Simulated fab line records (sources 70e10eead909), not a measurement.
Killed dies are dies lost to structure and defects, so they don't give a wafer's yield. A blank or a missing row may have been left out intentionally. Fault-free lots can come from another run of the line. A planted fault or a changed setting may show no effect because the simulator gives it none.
Chamber matching || flow nand_harc || NHARC_THIN_TSV_DESCUM_35 on rie_diel-03: 4 sister chambers
The step chemistry O2, time 3 s. 7 wafers are shown with their chamber, then 6 later ones without.

WAFERS PAIRED WITH THEIR CHAMBERS
{"wafer": "L668.6", "chamber": 1, "showerhead_plenum_p_Torr (Torr)": 2.03, "drypump_motor_current_A (A)": 5.4}
{"wafer": "L674.2", "chamber": 0, "showerhead_plenum_p_Torr (Torr)": 1.86, "drypump_motor_current_A (A)": 5.9}
{"wafer": "L676.1", "chamber": 1, "showerhead_plenum_p_Torr (Torr)": 2.02, "drypump_motor_current_A (A)": 5.4}
{"wafer": "L676.2", "chamber": 3, "showerhead_plenum_p_Torr (Torr)": 2.05, "drypump_motor_current_A (A)": 5.9}
{"wafer": "L676.5", "chamber": 2, "showerhead_plenum_p_Torr (Torr)": 1.95, "drypump_motor_current_A (A)": 5.3}
{"wafer": "L680.1", "chamber": 3, "showerhead_plenum_p_Torr (Torr)": 2.05, "drypump_motor_current_A (A)": 6.0}
{"wafer": "L680.3", "chamber": 2, "showerhead_plenum_p_Torr (Torr)": 1.95, "drypump_motor_current_A (A)": 5.3}

WAFERS WITH NO CHAMBER GIVEN
{"wafer": "L680.4", "showerhead_plenum_p_Torr (Torr)": 1.86, "drypump_motor_current_A (A)": 6.0}
{"wafer": "L681.2", "showerhead_plenum_p_Torr (Torr)": 1.86, "drypump_motor_current_A (A)": 6.0}
{"wafer": "L681.4", "showerhead_plenum_p_Torr (Torr)": 2.05, "drypump_motor_current_A (A)": 6.0}
{"wafer": "L682.2", "showerhead_plenum_p_Torr (Torr)": 2.05, "drypump_motor_current_A (A)": 6.0}
{"wafer": "L682.4", "showerhead_plenum_p_Torr (Torr)": 2.02, "drypump_motor_current_A (A)": 5.4}
{"wafer": "L682.5", "showerhead_plenum_p_Torr (Torr)": 1.95, "drypump_motor_current_A (A)": 5.3}

EACH ONE'S CHAMBER
{"wafer": "L680.4", "from the rows above": 0, "in truth": 0}
{"wafer": "L681.2", "from the rows above": 0, "in truth": 0}
{"wafer": "L681.4", "from the rows above": 3, "in truth": 3}
{"wafer": "L682.2", "from the rows above": 3, "in truth": 3}
{"wafer": "L682.4", "from the rows above": 1, "in truth": 1}
{"wafer": "L682.5", "from the rows above": 2, "in truth": 2}
Correct placement for 6 of the 6. Can't be placed from these rows: 0. Number placed wrongly: 0.
How it was worked out, from the rows above alone: a wafer's distance from a chamber is the root of the sum, over the readings, of the square of ((its reading less the chamber's mean) divided by the reading's scatter). If the next closest chamber is less than 2 further off than the closest, the wafer can't be placed; otherwise it belongs to the closest. For every chamber, the mean is computed from those of its wafers that are shown. The scatter: the root of (the sum of the squares of (reading less its chamber's mean) over the shown wafers, divided by (wafers less chambers)).
